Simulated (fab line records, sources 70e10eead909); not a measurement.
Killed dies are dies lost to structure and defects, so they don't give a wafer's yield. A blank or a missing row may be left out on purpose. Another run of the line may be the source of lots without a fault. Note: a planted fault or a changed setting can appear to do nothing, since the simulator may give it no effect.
fab line records | flow nand_harc
record lots=6 | wafers=18 | last_day=25
route steps=1159 shown P_M0@278 P_M1@285 END@1159
lots that met no fault: taken from a fault-free run of the same line
start_h: the number of hours between the record's first day and the start of the first shown wafer of the lot | wait_h: hours from the lot's prior step to this one | " repeats the value in the row above | L1.1+2: one row covering several wafers at once | - no value, or no start given | * or withheld: withheld | < > ~ a bound
route shown NAME@n: a module of which the file shows steps, and the number in the route of the first | usual: mean/standard deviation taken from wafers without a fault | same: alike in all rows | chamber/n: place in a boat | sites: the reading at each site | _std_site: the standard deviation of these | _edge_site: mean of outer sites minus mean of inner sites | radius_mm: how far each site lies from the wafer's centre | mask NAME#n: copy n | behind: the last tool/chamber to shape the wafer | hold: why the lot went on hold/how many hours it stayed there/how the hold came to an end | device: transistor that didn't switch, given as n, p or np | end of line: tests of these same wafers at the route's end | for a step that has no rows: nothing shown but its recipe | killed: at the first sort, the dies lost to defects and structure; wafer yield is something else | map: dies across one wafer; x = killed, . = not, _ = none there
set.NAME: setting as actually run; set.NAME@STEP: the setting as run at that earlier step | model.NAME: the simulator's own value behind a step, which no gauge read
a table for each step, a row for each wafer; lots at some steps of the route
services: the hour from which a tool's chamber was out of use, counted from the record's first day as start_h (under 0 if before that day), plus the number of hours and why
## steps
# step NHARC_P_M0_CMP_23
# recipe t_overpolish_s=20 | target_thk_nm=117.53
# usual edge_zone_pressure_frac=1.000/0.0053 | motor_current_A=12.5/1.6 | time_to_endpoint_s=27.9/3
lot.wafer | tool   | chamber | start_h | wait_h | edge_zone_pressure_frac | motor_current_A | time_to_endpoint_s
L281.3    | cmp-01 | 1       | 142.61  | -      | 1.000                   | 11.1            | 26.7
L281.2    | "      | 0       | "       | "      | 1.005                   | 9.6             | 26.4
L281.5    | "      | 2       | "       | "      | 0.993                   | 13.1            | 27.6
L283.3    | cmp-01 | 1       | 154.49  | -      | 1.001                   | 10.9            | 26.8
L283.1    | "      | 2       | "       | "      | 1.000                   | 13.4            | 24.8
L283.5    | "      | 1       | "       | "      | 1.002                   | 11.4            | 27.5
L291.4    | cmp-02 | 1       | 200.49  | -      | 0.988                   | 12.6            | 34.5
L291.2    | "      | 2       | "       | "      | 0.998                   | 13.5            | 31.0
L291.6    | "      | 2       | "       | "      | 0.998                   | 13.7            | 29.7
L293.3    | cmp-02 | 3       | 219.42  | -      | 1.002                   | 9.5             | 28.4
L293.5    | "      | 3       | "       | "      | 0.996                   | 10.2            | 27.3
L293.6    | "      | 0       | "       | "      | 1.001                   | 13.2            | 23.7
L294.2    | cmp-01 | 0       | 223.04  | -      | 0.994                   | 9.6             | 27.7
L294.6    | "      | 1       | "       | "      | 1.005                   | 11.6            | 27.7
L294.5    | "      | 2       | "       | "      | 0.995                   | 13.4            | 29.4
L295.3    | cmp-02 | 3       | 225.50  | -      | 1.001                   | 10.2            | 30.0
L295.4    | "      | 0       | "       | "      | 1.009                   | 13.5            | 26.0
L295.2    | "      | 2       | "       | "      | 1.001                   | 14.3            | 28.1
# step NHARC_P_M0_THK_MEAS_24
# recipe thk_meas_gauge=xrf
# usual thk_nm=117.2/1.5
lot.wafer | tool          | chamber | start_h | wait_h | thk_nm
L281.2    | film_metro-02 | -       | 142.92  | -      | 117.4
L281.3    | "             | -       | "       | "      | 116.3
L281.5    | "             | -       | "       | "      | 116.8
L283.1    | film_metro-02 | -       | 154.78  | -      | 119.9
L283.3    | "             | -       | "       | "      | 117.4
L283.5    | "             | -       | "       | "      | 115.2
L291.2    | film_metro-01 | -       | 200.81  | -      | 116.1
L291.4    | "             | -       | "       | "      | 118.7
L291.6    | "             | -       | "       | "      | 116.8
L293.3    | film_metro-02 | -       | 219.74  | -      | 115.9
L293.5    | "             | -       | "       | "      | 115.6
L293.6    | "             | -       | "       | "      | 116.5
L294.2    | film_metro-02 | -       | 223.27  | -      | 114.7
L294.5    | "             | -       | "       | "      | 117.0
L294.6    | "             | -       | "       | "      | 116.0
L295.2    | film_metro-01 | -       | 225.82  | -      | 116.0
L295.3    | "             | -       | "       | "      | 119.3
L295.4    | "             | -       | "       | "      | 117.4
# step NHARC_P_M0_SRD_25
# step NHARC_P_M0_INSPECT_27
# usual raw_defect_count=285/110
lot.wafer | tool              | chamber | start_h | wait_h | raw_defect_count
L281.2    | defect_inspect-02 | -       | 143.08  | 0.0    | 180
L281.3    | "                 | -       | "       | "      | 228
L281.5    | "                 | -       | "       | "      | 287
L283.1    | defect_inspect-01 | -       | 154.93  | 0.0    | 200
L283.3    | "                 | -       | "       | "      | 153
L283.5    | "                 | -       | "       | "      | 214
L291.2    | defect_inspect-01 | -       | 200.97  | 0.0    | 308
L291.4    | "                 | -       | "       | "      | 274
L291.6    | "                 | -       | "       | "      | 277
L293.3    | defect_inspect-01 | -       | 219.89  | 0.0    | 298
L293.5    | "                 | -       | "       | "      | 190
L293.6    | "                 | -       | "       | "      | 230
L294.2    | defect_inspect-02 | -       | 223.45  | 0.1    | 373
L294.5    | "                 | -       | "       | "      | 421
L294.6    | "                 | -       | "       | "      | 302
L295.2    | defect_inspect-02 | -       | 225.98  | 0.0    | 214
L295.3    | "                 | -       | "       | "      | 312
L295.4    | "                 | -       | "       | "      | 156
# step NHARC_P_M0_PRE_CLEAN_31
# recipe time_s=12 | temp_c=370 | rf_power_w=300 | gas=NH3
# usual heater_power_w=612/110
lot.wafer | tool     | chamber | start_h | wait_h | heater_power_w
L281.2    | pecvd-04 | 2       | 143.17  | 0.1    | 562
L281.3    | "        | 0       | "       | "      | 481
L281.5    | "        | 0       | "       | "      | 464
L283.1    | pecvd-04 | 2       | 155.00  | 0.1    | 566
L283.3    | "        | 2       | "       | "      | 563
L283.5    | "        | 2       | "       | "      | 574
L291.2    | pecvd-02 | 1       | 201.09  | 0.1    | 684
L291.4    | "        | 2       | "       | "      | 468
L291.6    | "        | 0       | "       | "      | 662
L293.3    | pecvd-04 | 2       | 219.99  | 0.1    | 553
L293.5    | "        | 1       | "       | "      | 771
L293.6    | "        | 2       | "       | "      | 546
L294.2    | pecvd-02 | 2       | 223.71  | 0.3    | 504
L294.5    | "        | 0       | "       | "      | 620
L294.6    | "        | 1       | "       | "      | 619
L295.2    | pecvd-03 | 2       | 226.04  | 0.1    | 615
L295.3    | "        | 0       | "       | "      | 765
L295.4    | "        | 2       | "       | "      | 598
# step NHARC_P_M0_DEP_32
# recipe target_thk_a=300 | temp_c=370 | target_thk_nm=30 | pressure_torr=3 | flow_sccm=200 | rf_w=450 | material=SiCN
# usual heater_power_w=556/110 | showerhead_vpp_V=1326/86
lot.wafer | tool     | chamber | start_h | wait_h | heater_power_w | showerhead_vpp_V
L281.2    | pecvd-04 | 2       | 143.33  | 0.1    | 496            | 1386
L281.3    | "        | 0       | "       | "      | 434            | 1246
L281.5    | "        | 0       | "       | "      | 434            | 1257
L283.1    | pecvd-04 | 2       | 155.12  | 0.1    | 508            | 1377
L283.3    | "        | 2       | "       | "      | 497            | 1381
L283.5    | "        | 2       | "       | "      | 492            | 1365
L291.2    | pecvd-02 | 1       | 201.23  | 0.1    | 595            | 1330
L291.4    | "        | 2       | "       | "      | 427            | 1510
L291.6    | "        | 0       | "       | "      | 618            | 1414
L293.3    | pecvd-04 | 2       | 220.13  | 0.1    | 485            | 1380
L293.5    | "        | 1       | "       | "      | 766            | 1231
L293.6    | "        | 2       | "       | "      | 484            | 1378
L294.2    | pecvd-02 | 2       | 223.85  | 0.1    | 445            | 1483
L294.5    | "        | 0       | "       | "      | 604            | 1433
L294.6    | "        | 1       | "       | "      | 596            | 1331
L295.2    | pecvd-03 | 2       | 226.12  | 0.1    | 593            | 1260
L295.3    | "        | 0       | "       | "      | 675            | 1357
L295.4    | "        | 2       | "       | "      | 586            | 1265
# step NHARC_P_M1_DEP_00
# recipe target_thk_a=1825 | target_thk_nm=182.5 | temp_c=withheld | pressure_torr=5 | flow_sccm=200 | rf_w=600 | material=SiOC
# step NHARC_P_M1_DEHYDRATE_01
# recipe temp_c=150 | time_s=120
# step NHARC_P_M1_HMDS_02
# recipe time_s=30
# step NHARC_P_M1_COAT_34
# recipe temp_c=200 | time_s=65
# step NHARC_P_M1_COAT_03
# recipe spin_rpm=1500 | resist_thk_nm=90
# step NHARC_P_M1_SOFTBAKE_04
# recipe temp_c=105 | time_s=55
# usual heater_power_total_W=188.47/0.14
lot.wafer | tool           | chamber | start_h | wait_h | heater_power_total_W
L281.2    | litho_track-01 | 0       | 144     | -      | 188.37
L281.3    | "              | 0       | "       | "      | 188.40
L281.5    | "              | 0       | "       | "      | 188.38
L283.1    | litho_track-01 | 0       | 156     | -      | 188.44
L283.3    | "              | 0       | "       | "      | 188.52
L283.5    | "              | 0       | "       | "      | 188.36
L291.2    | litho_track-01 | 0       | 201     | -      | 173.65
L291.4    | "              | 0       | "       | "      | 173.93
L291.6    | "              | 0       | "       | "      | 173.72
L293.3    | litho_track-01 | 0       | 220     | -      | 173.53
L293.5    | "              | 0       | "       | "      | 173.43
L293.6    | "              | 0       | "       | "      | 173.52
L294.2    | litho_track-06 | 0       | 224     | -      | 188.34
L294.5    | "              | 0       | "       | "      | 188.47
L294.6    | "              | 0       | "       | "      | 188.73
L295.2    | litho_track-04 | 0       | 227     | -      | 188.35
L295.3    | "              | 0       | "       | "      | 188.37
L295.4    | "              | 0       | "       | "      | 188.75
# step NHARC_P_M1_EBR_05
# step NHARC_END_SORT_01
# recipe temp_c=25
# usual defect_limited_yield=95.6/1.6 | killed_at_array=26/11 | killed_at_other=0.4/0.78 | killed_at_periphery=3.4/2.4 | killed_dies=29/11 | killed_open=3.1/1.9 | killed_short=1.9/1.4 | sort_bin_2_pct=1.3/0.63 | sort_bin_3_pct=0.20/0.18 | sort_bin_4_pct=2.8/1.1 | sort_n_pass=648/11 | sort_rim_yield_pct=95/3.4 | sort_yield_pct=95.6/1.6
# same gross_dies=677 | sort_bin_5_pct[%]=0 | sort_bin_6_pct[%]=0 | sort_bin_7_pct[%]=0 | sort_bin_8_pct[%]=0 | sort_rim_n_gross=106.00
lot.wafer | tool      | chamber | start_h | wait_h | defect_limited_yield[%] | killed_at_array | killed_at_other | killed_at_periphery | killed_dies | killed_open | killed_short | sort_bin_2_pct[%] | sort_bin_3_pct[%] | sort_bin_4_pct[%] | sort_n_pass | sort_rim_yield_pct[%] | sort_yield_pct[%]
L283.1    | prober-02 | 0       | 544.60  | 2.5    | 96.6                    | 21              | 0               | 2                   | 23          | 1           | 1            | 0.9               | 0.30              | 2.2               | 654         | 93                    | 96.6
L283.3    | prober-02 | 0       | 546.21  | 3.1    | 97.8                    | 13              | 0               | 2                   | 15          | 3           | 3            | 0.6               | 0                 | 1.6               | 662         | 99                    | 97.8
L283.5    | prober-02 | 0       | 547.82  | 3.7    | 97.5                    | 15              | 0               | 2                   | 17          | 2           | 1            | 0.7               | 0                 | 1.8               | 660         | 97                    | 97.5
L281.2    | prober-01 | 0       | 545.22  | 2.8    | 97.2                    | 16              | 0               | 3                   | 19          | 2           | 0            | 0.7               | 0.15              | 1.9               | 658         | 95                    | 97.2
L281.3    | prober-01 | 0       | 546.02  | 3.1    | 96.6                    | 17              | 0               | 6                   | 23          | 4           | 0            | 1.0               | 0.15              | 2.2               | 654         | 94                    | 96.6
L281.5    | prober-01 | 0       | 547.62  | 3.7    | 98.4                    | 9               | 0               | 2                   | 11          | 0           | 0            | 0.6               | 0.15              | 0.9               | 666         | 98                    | 98.4
L295.2    | prober-01 | 0       | 592.09  | 2.8    | 97.0                    | 19              | 0               | 1                   | 20          | 3           | 3            | 1.2               | 0                 | 1.8               | 657         | 99                    | 97.0
L295.3    | prober-01 | 0       | 592.89  | 3.1    | 97.5                    | 13              | 0               | 4                   | 17          | 4           | 0            | 0.7               | 0.15              | 1.6               | 660         | 92                    | 97.5
L295.4    | prober-01 | 0       | 593.69  | 3.4    | 97.3                    | 16              | 0               | 2                   | 18          | 3           | 4            | 0.9               | 0                 | 1.8               | 659         | 98                    | 97.3
# killed by level:class
L283.1 A_STAIRCASE:chamber_film_flake=7 A_CONTACT:chamber_film_flake=7 A_CHANNEL_HOLE_D1:chamber_film_flake=5 P_STI:chamber_film_flake=2 A_SGD_CUT:geometric_particle:short=1 A_CONTACT:geometric_particle:open=1
L281.2 A_CHANNEL_HOLE_D1:chamber_film_flake=7 A_CONTACT:chamber_film_flake=4 P_CONTACT:chamber_film_flake=2 A_STAIRCASE:geometric_particle:open=1 A_CONTACT:geometric_particle:open=1 P_ZERO_WELL:chamber_film_flake=1 A_STAIRCASE:chamber_film_flake=1 A_SLIT:chamber_film_flake=1
L281.3 A_CHANNEL_HOLE_D1:chamber_film_flake=8 A_CONTACT:chamber_film_flake=3 P_CONTACT:chamber_film_flake=2 A_STAIRCASE:chamber_film_flake=2 P_GATE:geometric_particle:open=1 P_M0:geometric_particle:open=1 A_WL_FILL:geometric_particle:open=1 A_CONTACT:geometric_particle:open=1
L283.3 A_STAIRCASE:chamber_film_flake=4 A_CONTACT:chamber_film_flake=3 A_CONTACT:geometric_particle:open=2 P_GATE:geometric_particle:open=1 A_CHANNEL_FILL_D1:geometric_particle:short=1 A_SGD_CUT:geometric_particle:short=1 A_CONTACT:geometric_particle:short=1 P_M2:chamber_film_flake=1
L281.5 A_CHANNEL_HOLE_D1:chamber_film_flake=3 A_STAIRCASE:chamber_film_flake=3 P_GATE:chamber_film_flake=1 P_CONTACT:chamber_film_flake=1 A_SLIT:chamber_film_flake=1 A_WL_FILL:chamber_film_flake=1 A_CONTACT:chamber_film_flake=1
L283.5 A_STAIRCASE:chamber_film_flake=7 A_CHANNEL_HOLE_D1:chamber_film_flake=3 P_GATE:geometric_particle:open=1 A_ONON_D1:geometric_particle:short=1 A_CONTACT:geometric_particle:open=1 P_STI:chamber_film_flake=1 A_ZERO_WELL:chamber_film_flake=1 A_SLIT:chamber_film_flake=1
L295.2 A_CONTACT:chamber_film_flake=8 A_CHANNEL_HOLE_D1:chamber_film_flake=5 P_M0:geometric_particle:open=1 A_ONON_D1:geometric_particle:open=1 A_CHANNEL_HOLE_D1:geometric_particle:short=1 A_WL_FILL:geometric_particle:short=1 A_CONTACT:geometric_particle:open=1 A_CONTACT:geometric_particle:short=1
L295.3 A_CHANNEL_HOLE_D1:chamber_film_flake=5 A_CONTACT:chamber_film_flake=5 P_GATE:geometric_particle:open=2 A_CHANNEL_HOLE_D1:geometric_particle:open=1 A_CHANNEL_FILL_D1:geometric_particle:open=1 P_STI:chamber_film_flake=1 P_M2:chamber_film_flake=1 A_SLIT:chamber_film_flake=1
L295.4 A_BLC:chamber_film_flake=4 A_CHANNEL_HOLE_D1:geometric_particle:short=2 A_CHANNEL_FILL_D1:geometric_particle:open=2 A_STAIRCASE:chamber_film_flake=2 A_CONTACT:chamber_film_flake=2 P_GATE:geometric_particle:open=1 A_WL_FILL:geometric_particle:short=1 A_CONTACT:geometric_particle:short=1
## services
tool           | chamber | start_h | hours | kind
pecvd-03       | 0       | 124.09  | -     | clean
pecvd-03       | 1       | 124.09  | -     | clean
pecvd-04       | 1       | 130.74  | 51.2  | repair
cmp-02         | -       | 132.77  | 4.0   | pm
cmp-02         | -       | 136.77  | -     | consumable_replace:conditioner
cmp-02         | -       | 136.77  | -     | consumable_replace:pad
litho_track-04 | -       | 141.00  | 7.0   | pm
pecvd-02       | 0       | 151.00  | 23.6  | repair
pecvd-02       | -       | 153.28  | 13.0  | pm
pecvd-02       | 1       | 153.28  | 13.0  | vent_cycle
pecvd-02       | 2       | 153.28  | 13.0  | vent_cycle
pecvd-02       | 1       | 166.28  | -     | clean
pecvd-02       | 2       | 166.28  | -     | clean
cmp-01         | -       | 179.74  | 4.0   | pm
pecvd-04       | 2       | 182.93  | 9.7   | repair
cmp-01         | -       | 183.74  | -     | consumable_replace:conditioner
cmp-01         | -       | 183.74  | -     | consumable_replace:pad
pecvd-04       | -       | 195.00  | 13.0  | pm
pecvd-04       | 0       | 195.00  | 13.0  | vent_cycle
pecvd-04       | 1       | 195.00  | 13.0  | vent_cycle
pecvd-04       | 2       | 195.00  | 13.0  | vent_cycle
pecvd-04       | 0       | 208.00  | -     | clean
pecvd-04       | 1       | 208.00  | -     | clean
pecvd-04       | 2       | 208.00  | -     | clean
## key
first_sign step=NHARC_P_M1_SOFTBAKE_04 | reading=heater_power_total_W | direction=down | sigmas=99+ | usual=* | struck=*
effect none on later readings
met_at NHARC_P_M1_SOFTBAKE_04
struck_wafers L291.2,L291.4,L291.6,L293.3,L293.5,L293.6
onset_between 156 201
fault kind=process_parameter_drift | tool=litho_track-01 | chamber=- | onset_h=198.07 | steps=NHARC_P_M1_SOFTBAKE_04 | channel=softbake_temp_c | offset=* | shape=step | end_h=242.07 | acts_in=* | stated=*
